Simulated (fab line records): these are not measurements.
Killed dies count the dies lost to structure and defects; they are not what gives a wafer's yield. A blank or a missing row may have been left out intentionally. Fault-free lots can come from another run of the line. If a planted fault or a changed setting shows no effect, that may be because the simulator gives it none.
fab line records	flow n5_finfet
record: lots: 10	wafers: 30	last_day: 18
route steps=1938 shown BEOL_M4@1111 BEOL_M11@1579 PASSIVATION@1936
lots that met no fault: taken from a fault-free run of the same line
start_h: the number of hours between the record's first day and the start of the first shown wafer of the lot	wait_h: time in hours since the lot's previous step	" same as the row above	L1.1+2: several wafers, shown together as one row	- no value present, or no start provided	* or withheld: withheld	< > ~ a bound
route shown NAME@n: a module of which the file shows steps, and the number in the route of the first	usual: mean/standard deviation taken from wafers without a fault	same: alike in all rows	chamber/n: place in a boat	sites: each site's reading	_std_site: standard deviation across them	_edge_site: inner sites' mean taken away from outer sites' mean	radius_mm: how far each site lies from the wafer's centre	mask NAME#n: copy n	behind: the last tool/chamber to shape the wafer	hold: the reason the lot was held/the length of the hold in hours/how it ended	device: which transistor (n, p or np) failed to switch	end of line: tests of these same wafers at the route's end	a step given without rows: its recipe and nothing more	killed: not the wafer's yield, but the dies lost to structure and defects at the first sort	map: a wafer's dies, x killed, . not, _ none there
set.NAME: the setting the step ran with; set.NAME@STEP: the setting that earlier step ran with	model.NAME: the simulator's own value behind a step, which no gauge read
one table for each step of the route and one row for each wafer, over a sample of lots
services: from which hour (start_h, from the record's first day; less than 0 if before it) a tool's chamber was out of use, for how many hours, and why
== steps ==
step: N5_BEOL_M4_RC_MEAS_101
usual: DIBL_N: 37.1/1.8	DIBL_P: 37.2/2.1	IOFF_N: 0.17/0.033	IOFF_P: 0.22/0.037	ION_N: 680/11	ION_P: 464/7.7	SS_N: 71.7/0.63	SS_P: 73.6/0.67	VT_N: 248.9/2.9	VT_P: -251/3.6
lot.wafer	tool	chamber	start_h	wait_h	DIBL_N[mV/V]	DIBL_P[mV/V]	IOFF_N[nA/um]	IOFF_P[nA/um]	ION_N[uA/um]	ION_P[uA/um]	SS_N[mV/dec]	SS_P[mV/dec]	VT_N[mV]	VT_P[mV]
L187.1	prober-02	0	190.94	0.0	38.7	40.6	0.22	0.26	701	473	72.0	74.6	242.9	-248
L187.3	"	0	"	"	35.8	36.7	0.14	0.18	676	455	71.4	73.2	251.4	-256
L187.6	"	0	"	"	34.1	33.8	0.12	0.15	667	454	71.0	72.5	251.3	-256
L190.1	prober-02	0	211.27	0.0	36.6	35.3	0.14	0.16	663	449	72.0	72.9	253.8	-254
L190.3	"	0	"	"	37.9	38.5	0.18	0.22	684	464	72.4	74.1	248.7	-253
L190.6	"	0	"	"	38.8	38.1	0.19	0.21	681	463	71.7	74.2	249.6	-253
L194.1	prober-02	0	235.71	0.0	35.7	37.0	0.14	0.18	663	455	72.0	73.9	250.1	-254
L194.2	"	0	"	"	38.2	41.7	0.21	0.25	690	469	71.6	75.1	245.4	-252
L194.6	"	0	"	"	34.0	35.3	0.13	0.17	665	462	70.7	73.4	251.2	-255
L198.2	prober-02	0	274.81	0.2	37.6	37.8	0.16	0.18	674	456	71.8	73.2	250.6	-256
L198.3	"	0	"	"	37.6	37.0	0.15	0.17	673	459	71.1	72.8	250.8	-256
L198.5	"	0	"	"	37.3	37.4	0.16	0.17	676	453	71.5	72.9	248.5	-256
L199.2	prober-02	0	281.90	0.2	38.3	39.1	0.20	0.21	682	458	72.4	73.3	247.9	-251
L199.3	"	0	"	"	40.4	40.5	0.23	0.25	686	463	72.7	74.5	246.6	-248
L199.4	"	0	"	"	36.9	39.4	0.18	0.22	683	467	71.5	73.8	246.6	-250
L197.1	prober-02	0	283.62	0.0	38.4	37.8	0.18	0.22	676	461	70.8	73.7	247.8	-251
L197.3	"	0	"	"	40.1	40.3	0.21	0.27	688	474	71.5	74.3	247.0	-247
L197.6	"	0	"	"	35.5	35.3	0.12	0.19	671	467	70.7	73.8	252.9	-252
L202.3	prober-01	0	286.94	0.6	33.3	35.1	0.13	0.18	675	461	70.6	73.1	252.0	-251
L202.4	"	0	"	"	34.7	36.7	0.14	0.21	682	465	70.8	72.9	249.0	-250
L202.6	"	0	"	"	34.8	38.0	0.15	0.23	678	470	71.7	74.3	249.5	-248
L205.2	prober-01	0	318.01	0.2	38.4	37.9	0.20	0.24	695	469	72.2	74.3	243.4	-249
L205.3	"	0	"	"	37.4	36.2	0.18	0.22	678	461	72.0	73.4	247.8	-251
L205.4	"	0	"	"	37.3	35.7	0.17	0.21	666	461	71.5	73.1	249.1	-252
L206.2	prober-02	0	322.86	0.2	39.5	39.0	0.18	0.24	664	463	71.9	73.9	249.3	-248
L206.3	"	0	"	"	40.7	38.9	0.21	0.24	678	461	73.2	74.5	247.9	-247
L206.4	"	0	"	"	37.4	35.8	0.16	0.20	680	461	71.3	73.8	250.8	-250
L207.2	prober-02	0	325.78	0.2	40.8	40.8	0.27	0.34	703	477	73.1	74.0	242.1	-241
L207.4	"	0	"	"	35.2	34.0	0.13	0.20	677	463	72.0	72.0	251.3	-248
L207.5	"	0	"	"	37.1	36.9	0.18	0.25	679	467	71.7	73.6	248.0	-244
step: N5_BEOL_M11_ETCH_41
recipe: chemistry: CH3F/O2	target: SiCN	target_depth_a: 426	taper_deg: 2	time_s: 86	ion_energy_ev: 120	mask_material: TiN	pressure_mtorr: 30	source_w: 395	bias_w: 75	Ar_flow_sccm: 150	CH3F_flow_sccm: 30	O2_flow_sccm: 20
usual: CH3F_flow_sccm: 30.00/0.093	O2_flow_sccm: 19.99/0.06	bias_w: 75.00/0.25	drypump_motor_current_A: 5.8/0.35	mfc_ar_sccm: 150.0/0.5	oes_product_au: 0.82/0.085	rf_fwd_power_W: 391.8/1.3	rf_vpp_V: 298.1/1.5	showerhead_plenum_p_Torr: 2.04/0.06	throttle_valve_pct: 16.30/0.21
lot.wafer	tool	chamber	start_h	wait_h	CH3F_flow_sccm	O2_flow_sccm	bias_w	drypump_motor_current_A	mfc_ar_sccm	oes_product_au	rf_fwd_power_W	rf_hours_counter_h	rf_vpp_V	showerhead_plenum_p_Torr	throttle_valve_pct
L187.1	rie_diel-04	0	260.04	-	29.97	19.97	74.99	6.4	149.8	1.01	391.3	1	300.6	2.14	16.20
L187.3	"	3	"	"	30.08	20.02	75.03	5.4	149.0	0.83	391.1	86	298.0	2.03	16.09
L187.6	"	3	"	"	29.95	20.08	74.81	5.4	149.3	0.82	390.8	-	298.2	2.03	16.10
L190.1	rie_diel-06	0	280.78	-	29.99	19.94	75.40	5.9	151.1	0.85	394.8	60	298.1	2.04	16.06
L190.3	"	1	"	"	29.98	19.95	75.21	5.9	149.6	0.94	391.5	22	297.5	2.12	16.12
L190.6	"	1	"	"	30.01	19.98	75.28	6.0	149.6	0.93	392.4	-	298.9	2.12	16.12
L194.1	rie_diel-06	3	299.35	-	30.05	19.98	74.67	5.9	149.4	0.79	392.8	103	295.9	1.94	16.68
L194.2	"	1	"	"	29.94	19.93	74.53	5.9	149.8	0.92	391.2	28	299.5	2.12	16.13
L194.6	"	2	"	"	29.84	19.97	75.14	5.9	150.5	0.71	393.0	-	297.9	2.07	16.13
L197.1	rie_diel-06	3	337.94	-	29.97	19.99	74.97	5.9	148.6	0.79	393.4	116	295.9	1.93	16.68
L197.3	"	0	"	"	30.13	20.00	75.38	5.9	149.5	0.83	391.6	78	296.0	2.04	16.06
L197.6	"	0	"	"	30.23	20.02	75.33	5.9	150.2	0.84	391.5	-	298.5	2.04	16.07
L198.2	rie_diel-06	2	339.24	-	-	-	-	-	-	-	-	-	-	-	-
L198.3	"	1	"	"	-	-	-	-	-	-	-	-	-	-	-
L198.5	"	3	"	"	-	-	-	-	-	-	-	-	-	-	-
L199.2	rie_diel-06	1	345.52	-	-	-	-	-	-	-	-	-	-	-	-
L199.3	"	0	"	"	-	-	-	-	-	-	-	-	-	-	-
L199.4	"	2	"	"	-	-	-	-	-	-	-	-	-	-	-
L202.3	rie_diel-02	0	356.36	-	30.12	19.98	74.81	6.5	150.1	0.94	389.6	22	299.8	2.13	16.08
L202.4	"	1	"	"	29.95	19.99	75.43	5.9	149.4	0.70	390.9	202	296.2	1.98	16.61
L202.6	"	1	"	"	29.93	19.98	75.30	5.9	149.3	0.70	390.5	-	297.7	1.98	16.63
L205.2	rie_diel-02	1	383.15	-	30.02	20.06	74.79	5.9	150.8	0.70	390.7	212	298.4	1.98	16.61
L205.3	"	0	"	"	29.93	19.95	75.12	6.6	149.8	0.92	389.9	32	299.5	2.12	16.09
L205.4	"	2	"	"	30.13	20.02	74.71	5.3	150.1	0.82	391.2	89	299.0	2.02	16.33
L206.2	rie_diel-02	3	390.97	-	30.05	20.02	74.88	5.9	149.7	0.80	392.7	103	297.7	2.03	16.40
L206.3	"	2	"	"	30.02	20.03	75.22	5.3	150.3	0.82	391.9	91	297.8	2.02	16.36
L206.4	"	1	"	"	30.10	20.14	74.95	5.9	150.1	0.69	391.4	215	295.5	1.98	16.64
L207.2	rie_diel-06	1	391.14	-	29.99	20.10	75.31	5.9	150.6	0.88	389.3	56	300.3	2.11	16.20
L207.4	"	2	"	"	29.98	19.93	74.53	5.9	150.0	0.69	392.4	-	298.4	2.06	16.16
L207.5	"	0	"	"	30.07	20.01	75.38	5.8	149.6	0.81	391.0	-	297.9	2.03	16.09
step: N5_BEOL_M11_CD_MEAS_35
recipe: target_cd_nm: 70	polarity: opening
usual: cd_nm: 70.1/0.69
lot.wafer	tool	chamber	start_h	wait_h	cd_nm
L187.1	cd_sem-02	-	260.34	0.0	70.5
L187.3	"	-	"	"	69.7
L187.6	"	-	"	"	69.6
L190.1	cd_sem-01	-	281.09	0.0	70.1
L190.3	"	-	"	"	71.4
L190.6	"	-	"	"	71.3
L194.1	cd_sem-02	-	299.64	0.0	68.5
L194.2	"	-	"	"	69.6
L194.6	"	-	"	"	69.5
L197.1	cd_sem-03	-	338.24	0.0	70.7
L197.3	"	-	"	"	70.5
L197.6	"	-	"	"	70.3
L198.2	cd_sem-01	-	339.54	0.0	70.1
L198.3	"	-	"	"	70.0
L198.5	"	-	"	"	69.1
L199.2	cd_sem-01	-	345.81	0.0	70.2
L199.3	"	-	"	"	70.4
L199.4	"	-	"	"	70.0
L202.3	cd_sem-02	-	356.66	0.0	70.5
L202.4	"	-	"	"	69.6
L202.6	"	-	"	"	69.7
L205.2	cd_sem-02	-	383.45	0.0	70.4
L205.3	"	-	"	"	70.7
L205.4	"	-	"	"	70.8
L206.2	cd_sem-02	-	391.27	0.0	70.8
L206.3	"	-	"	"	70.8
L206.4	"	-	"	"	69.7
L207.2	cd_sem-02	-	391.43	0.0	70.2
L207.4	"	-	"	"	70.8
L207.5	"	-	"	"	70.6
step: N5_BEOL_M11_PRE_CLEAN_45
recipe: gas: H2/He	time_s: 30	temp_c: 250
usual: heater_power_w: 313/23
lot.wafer	tool	chamber	start_h	wait_h	heater_power_w
L187.1	pvd_sputter-03	-	261.07	0.0	289
L187.3	"	-	"	"	332
L187.6	"	-	"	"	281
L190.1	pvd_sputter-02	-	281.62	0.0	299
L190.3	"	-	"	"	290
L190.6	"	-	"	"	285
L194.1	pvd_sputter-01	-	300.52	0.0	322
L194.2	"	-	"	"	326
L194.6	"	-	"	"	314
L197.1	pvd_sputter-03	-	339.49	0.0	281
L197.3	"	-	"	"	291
L197.6	"	-	"	"	277
L198.2	pvd_sputter-03	-	340.09	0.0	317
L198.3	"	-	"	"	290
L198.5	"	-	"	"	280
L199.2	pvd_sputter-01	-	346.51	0.0	309
L199.3	"	-	"	"	322
L199.4	"	-	"	"	333
L202.3	pvd_sputter-02	-	357.07	0.0	297
L202.4	"	-	"	"	290
L202.6	"	-	"	"	298
L205.2	pvd_sputter-01	-	385.16	0.0	308
L205.3	"	-	"	"	345
L205.4	"	-	"	"	319
L206.2	pvd_sputter-03	-	391.98	0.0	318
L206.3	"	-	"	"	326
L206.4	"	-	"	"	284
L207.2	pvd_sputter-03	-	392.06	0.0	314
L207.4	"	-	"	"	276
L207.5	"	-	"	"	330
step: N5_PASSIVATION_PROBE_49
usual: defect_limited_yield: 91.7/1.5	killed_at_M0_to_M3: 32/10	killed_at_M4_up: 14/5.3	killed_at_contacts: 13/5.7	killed_at_front_end: 37/10	killed_at_other: 3.3/2.5	killed_dies: 98/18	killed_on_rim: 13/3.6	killed_open: 65/13	killed_short: 31/7.5	sort_bin_5_function: 4.9/0.91	sort_bin_6_memory: 3.1/0.71	sort_n_pass: 1082/18	sort_yield_pct: 91.7/1.5
same: gross_dies: 1180	killed_at_back_side: 0	sort_bin_4_leakage[%]: 0	sort_bin_8_speed[%]: 0
lot.wafer	tool	chamber	start_h	wait_h	defect_limited_yield[%]	killed_at_M0_to_M3	killed_at_M4_up	killed_at_contacts	killed_at_front_end	killed_at_other	killed_dies	killed_on_rim	killed_open	killed_short	sort_bin_5_function[%]	sort_bin_6_memory[%]	sort_n_pass	sort_yield_pct[%]
L198.2	prober-01	-	382.35	0.1	0	14	1118	6	38	4	1180	152	45	28	97.4	2.6	0	0
L198.3	prober-01	-	382.40	0.1	0	22	1108	14	32	4	1180	152	60	26	97.1	2.5	0	0
L198.5	prober-01	-	382.50	0.2	0	27	1122	10	18	3	1180	152	56	24	97.2	2.5	0	0
L199.2	prober-01	-	386.60	0.1	0	47	1094	6	31	2	1180	152	63	40	95.4	4.3	0	0
L199.3	prober-01	-	386.65	0.1	0	45	1089	9	32	5	1180	152	64	36	97.0	2.5	0	0
L199.4	prober-01	-	386.70	0.2	0	23	1129	4	22	2	1180	152	40	20	97.3	2.4	0	0
L202.3	prober-02	-	399.07	0.1	94.7	26	10	13	11	3	63	7	42	21	3.1	2.0	1117	94.7
L202.4	prober-02	-	399.12	0.2	93.3	36	9	10	23	1	79	7	47	32	3.5	3.1	1101	93.3
L202.6	prober-02	-	399.22	0.3	91.9	32	11	12	38	2	95	16	66	29	4.7	3.4	1085	91.9
killed by level:class
L198.2 BEOL_M11:area_etch=1101 FIN_SAQP:geometric_particle:open=11 FIN_SAQP:geometric_particle:short=8 BEOL_M1:geometric_particle:open=6 STI_FIN_REVEAL:geometric_particle:open=5 BEOL_M4:geometric_particle:open=5 MOL_CONTACT_COAG:geometric_particle:short=4 BEOL_M5:geometric_particle:open=4
L198.3 BEOL_M11:area_etch=1092 MOL_CONTACT_COAG:geometric_particle:open=10 FIN_SAQP:geometric_particle:open=8 STI_FIN_REVEAL:geometric_particle:open=7 GATE_CUT:geometric_particle:short=7 BEOL_M2:geometric_particle:open=7 BEOL_M0_SAQP:geometric_particle:open=5 MOL_CONTACT_COAG:geometric_particle:short=4
L198.5 BEOL_M11:area_etch=1096 BEOL_M4:geometric_particle:open=12 BEOL_M1:geometric_particle:open=9 MOL_CONTACT_COAG:geometric_particle:open=7 FIN_SAQP:geometric_particle:open=6 BEOL_M7:geometric_particle:open=6 MOL_CONTACT_COAG:geometric_particle:short=3 BEOL_M0_SAQP:geometric_particle:short=3
L199.2 BEOL_M11:area_etch=1076 BEOL_M0_SAQP:geometric_particle:short=16 BEOL_M0_SAQP:geometric_particle:open=11 BEOL_M1:geometric_particle:open=6 BEOL_M3:geometric_particle:open=6 BEOL_M8:geometric_particle:open=6 FIN_SAQP:geometric_particle:open=5 MOL_CONTACT_COAG:geometric_particle:open=5
L199.3 BEOL_M11:area_etch=1075 BEOL_M2:geometric_particle:open=12 BEOL_M0_SAQP:geometric_particle:short=8 MOL_CONTACT_COAG:geometric_particle:open=8 FIN_SAQP:geometric_particle:short=7 DUMMY_GATE:geometric_particle:open=6 BEOL_M0_SAQP:geometric_particle:open=6 BEOL_M1:geometric_particle:open=5
L199.4 BEOL_M11:area_etch=1116 FIN_SAQP:geometric_particle:open=5 BEOL_M0_SAQP:geometric_particle:open=5 FIN_SAQP:geometric_particle:short=4 MOL_CONTACT_COAG:geometric_particle:open=4 BEOL_M0_SAQP:geometric_particle:short=4 BEOL_M1:geometric_particle:open=3 BEOL_M2:geometric_particle:open=3
L202.3 MOL_CONTACT_COAG:geometric_particle:open=11 BEOL_M2:geometric_particle:open=7 BEOL_M4:geometric_particle:open=6 BEOL_M0_SAQP:geometric_particle:short=5 BEOL_M0_SAQP:geometric_particle:open=5 DUMMY_GATE:geometric_particle:open=4 BEOL_M1:geometric_particle:open=3 FIN_SAQP:geometric_particle:short=2
L202.4 BEOL_M2:geometric_particle:open=11 MOL_CONTACT_COAG:geometric_particle:open=9 BEOL_M0_SAQP:geometric_particle:short=9 BEOL_M0_SAQP:geometric_particle:open=6 FIN_SAQP:geometric_particle:short=5 BEOL_M2:geometric_particle:short=5 DUMMY_GATE:geometric_particle:open=4 BEOL_M4:geometric_particle:open=4
L202.6 STI_FIN_REVEAL:geometric_particle:open=16 BEOL_M2:geometric_particle:open=10 MOL_CONTACT_COAG:geometric_particle:open=9 BEOL_M0_SAQP:geometric_particle:open=7 BEOL_M4:geometric_particle:open=7 BEOL_M0_SAQP:geometric_particle:short=5 GATE_CUT:geometric_particle:short=4 BEOL_M1:geometric_particle:open=4
== services ==
tool	chamber	start_h	hours	kind
rie_diel-04	1	256.49	-	clean
rie_diel-04	1	256.49	-	consumable_replace:focus_ring
rie_diel-04	1	256.49	17.6	scheduled_down
rie_diel-04	1	256.49	17.6	vent_cycle
rie_diel-06	1	256.96	4.2	repair
rie_diel-02	0	265.89	-	clean
rie_diel-02	0	265.89	-	consumable_replace:focus_ring
rie_diel-02	0	265.89	-	consumable_replace:showerhead
rie_diel-02	0	265.89	15.8	scheduled_down
rie_diel-02	0	265.89	15.8	vent_cycle
rie_diel-06	-	301.29	2.1	repair
pvd_sputter-03	-	350.34	3.1	repair
rie_diel-02	-	350.76	0.6	repair
rie_diel-04	-	369.49	0.5	repair
rie_diel-06	3	382.22	3.5	repair
rie_diel-06	3	387.36	10.5	repair
== key ==
first_sign: step: N5_BEOL_M11_ETCH_41	reading: tool_record	direction: missing
effect: step: N5_PASSIVATION_PROBE_49	reading: killed_at_M4_up	direction: up	sigmas: 99+	usual: 14	struck: 1110
more_kills_born_at: N5_BEOL_M11_ETCH_41@rie_diel-06: 6556
met_at N5_BEOL_M11_ETCH_41
struck_lots L198,L199
later_rows_left_out L198.2,L198.3,L198.5,L199.2,L199.3,L199.4
not_acting_at N5_BEOL_M11_CD_MEAS_35,N5_BEOL_M11_PRE_CLEAN_45
onset_between 337.94 339.24
fault: kind: skipped_step_whole	tool: rie_diel-06	chamber: -	onset_h: 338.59	steps: N5_BEOL_M11_ETCH_41	scope: struck_lots_only
later_rows_left_out: the simulator's readings of these wafers behind a module that went badly wrong aren't trusted and aren't shown, but for the sort
